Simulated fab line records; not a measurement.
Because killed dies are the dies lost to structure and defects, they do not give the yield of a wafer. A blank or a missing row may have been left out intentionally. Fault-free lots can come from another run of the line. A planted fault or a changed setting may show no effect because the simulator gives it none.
Matching of chambers	flow n5Finfet	3 sister chambers for N5_SDB_HM_DEP_00 on pecvd-01
The step deposits SiNx from SiH4/NH3/N2, target thk 40 nm, time 35.3 s. 24 wafers are shown with their chamber, then 12 later ones without.

## EACH WAFER AND ITS CHAMBER
wafer	chamber	throttleValvePct (%)	showerheadPlenumPTorr (Torr)	heaterPowerW (W)
L074.3	1	40.9	5.14	654
L074.4	2	35.1	5.18	755
L074.5	0	42.6	5.18	773
L075.1	0	42.7	5.17	807
L075.3	1	41.1	5.14	669
L075.6	0	42.5	5.16	770
L077.1	2	35.3	5.18	742
L077.3	1	41.3	5.14	684
L077.6	0	42.7	5.17	701
L078.1	2	35.5	5.17	798
L078.4	2	35.5	5.17	782
L078.5	0	42.8	5.17	813
L080.1	2	35.2	5.17	726
L080.3	0	42.6	5.16	673
L080.5	2	35.4	5.18	737
L084.2	0	42.6	5.17	723
L084.4	1	41.0	5.14	597
L084.5	2	35.5	5.15	687
L087.1	2	35.6	5.17	688
L087.2	1	41.5	5.15	700
L087.6	2	35.4	5.16	690
L088.1	2	35.4	5.17	800
L088.4	1	41.0	5.15	646
L088.6	0	42.7	5.17	752

SIGNATURES (means of the wafers above)
reading	chamber 0	chamber 1	chamber 2	scatter within a chamber
throttleValvePct	42.650	41.133	35.390	0.158
showerheadPlenumPTorr	5.1688	5.1433	5.1700	0.00762
heaterPowerW	751.50	658.33	740.50	44.1
Rule: for a wafer and a chamber, the distance is found by dividing, reading by reading, the gap between the wafer's reading and the chamber's mean by the reading's scatter, squaring, summing and taking the root. The wafer belongs to the nearest chamber; if the next one is less than 2 further off, it can't be placed. The scatter: the root of (the sum of the squares of (reading less its chamber's mean) over the shown wafers, divided by (wafers less chambers)).

## WAFERS WITH NO CHAMBER GIVEN
wafer	throttleValvePct (%)	showerheadPlenumPTorr (Torr)	heaterPowerW (W)
L090.3	41.3	5.14	607
L090.4	42.5	5.16	714
L090.5	35.5	5.19	794
L094.1	42.5	5.17	691
L094.3	41.2	5.14	592
L094.4	42.7	5.16	692
L095.2	35.8	5.18	712
L095.3	42.8	5.16	698
L095.4	35.6	5.17	707
L096.3	42.8	5.18	737
L096.4	35.6	5.17	809
L096.5	41.4	5.16	680

## CHAMBER TAKEN BY EACH
wafer	from the rows above	in truth
L090.3	1	1
L090.4	0	0
L090.5	2	2
L094.1	0	0
L094.3	1	1
L094.4	0	0
L095.2	2	2
L095.3	0	0
L095.4	2	2
L096.3	0	0
L096.4	2	2
L096.5	1	1
Correctly placed: 12 of 12. From these rows, 0 cannot be placed. 0 placed wrongly.
